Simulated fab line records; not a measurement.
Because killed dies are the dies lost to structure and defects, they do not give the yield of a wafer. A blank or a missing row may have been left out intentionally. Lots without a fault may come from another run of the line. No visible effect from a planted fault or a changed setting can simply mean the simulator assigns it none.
2 desks, one fault | flow nand-harc | each desk holds nothing but its own numbers, with what lay behind them at the end

## THE DEFECT DESK
Lot by lot, what the route's inspections counted, given as the mean of those sampled wafers with a number. The brackets show how far a lot's mean lies from the usual mean; more than 4 standard deviations puts the lot out of limits, marked OUT.
Columns: A = raw-defect-count at NHARC_P_ZERO_WELL_INSPECT_43, usual 15
lot  | first seen here | A
L698 | day 2 01:33     | 24
L699 | day 2 07:29     | 15
L701 | day 2 19:41     | 16
L704 | day 3 13:35     | 13
L707 | day 4 07:40     | 7
L710 | day 5 01:46     | 15
L711 | day 5 07:51     | 13
L712 | day 5 13:25     | 13
L714 | day 6 01:41     | 17
L716 | day 6 13:44     | 7
L717 | day 6 19:28     | 13
L718 | day 7 01:40     | 16
This desk's finding: nothing out of limits on any of the 12 lots.

## TOOL OWNER'S DESK, rie-diel-03
The tool's own readings at NHARC_P_GATE_ETCH_104 (etches the open film in CF4/CHF3, target depth 60 nm): means of the sampled wafers that have a number, for each lot that ran on this tool. The brackets show how far a lot's mean lies from the usual mean; more than 4 standard deviations puts the lot out of limits, marked OUT.
Columns: A = bias-w at NHARC_P_GATE_ETCH_104, usual 200.0 W; B = drypump-motor-current-A at NHARC_P_GATE_ETCH_104, usual 6.0 A; C = oes-product-au at NHARC_P_GATE_ETCH_104, usual 0.948 a.u.; D = rf-vpp-V at NHARC_P_GATE_ETCH_104, usual 370.3 V; E = showerhead-plenum-p-Torr at NHARC_P_GATE_ETCH_104, usual 1.57 Torr; F = throttle-valve-pct at NHARC_P_GATE_ETCH_104, usual 16.804 %
lot  | first seen here | A     | B   | C                | D     | E    | F
L698 | day 4 15:55     | 200.1 | 6.1 | 0.924            | 371.2 | 1.59 | 16.802
L707 | day 6 21:37     | 199.6 | 6.0 | 0.949            | 371.8 | 1.59 | 16.802
L710 | day 7 23:51     | 200.0 | 5.8 | 0.948            | 369.9 | 1.57 | 16.802
L711 | day 8 00:44     | 199.4 | 5.9 | 0.918            | 371.2 | 1.62 | 16.802
L712 | day 8 14:05     | 199.5 | 5.8 | 0.857 (-4.2) OUT | 370.3 | 1.57 | 16.805
L714 | day 9 00:44     | 199.8 | 6.3 | 0.834 (-5.2) OUT | 371.4 | 1.58 | 16.799
Finding of this desk: L712, L714 out of limits; the first was L712 at day 8 14:05, on oes-product-au at NHARC_P_GATE_ETCH_104. Within limits: L698, L707, L710, L711.

## PUT TOGETHER
The tool owner's desk could have raised an alarm at day 8 14:05, on L712, L714.
Nothing the defect desk looked at was out of limits.
The defect desk has L712, L714 on record, within its limits.
Every lot named ran NHARC_P_GATE_ETCH_104 on rie-diel-03.

## WHAT WAS PUT IN BY THE SIMULATOR
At NHARC_P_GATE_ETCH_104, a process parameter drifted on rie-diel-03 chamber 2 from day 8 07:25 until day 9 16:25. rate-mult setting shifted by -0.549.
Struck lots among those shown: L712, L714.
Time in hours from fault onset to the first out-of-limits reading at each desk: the tool owner's desk, 7.
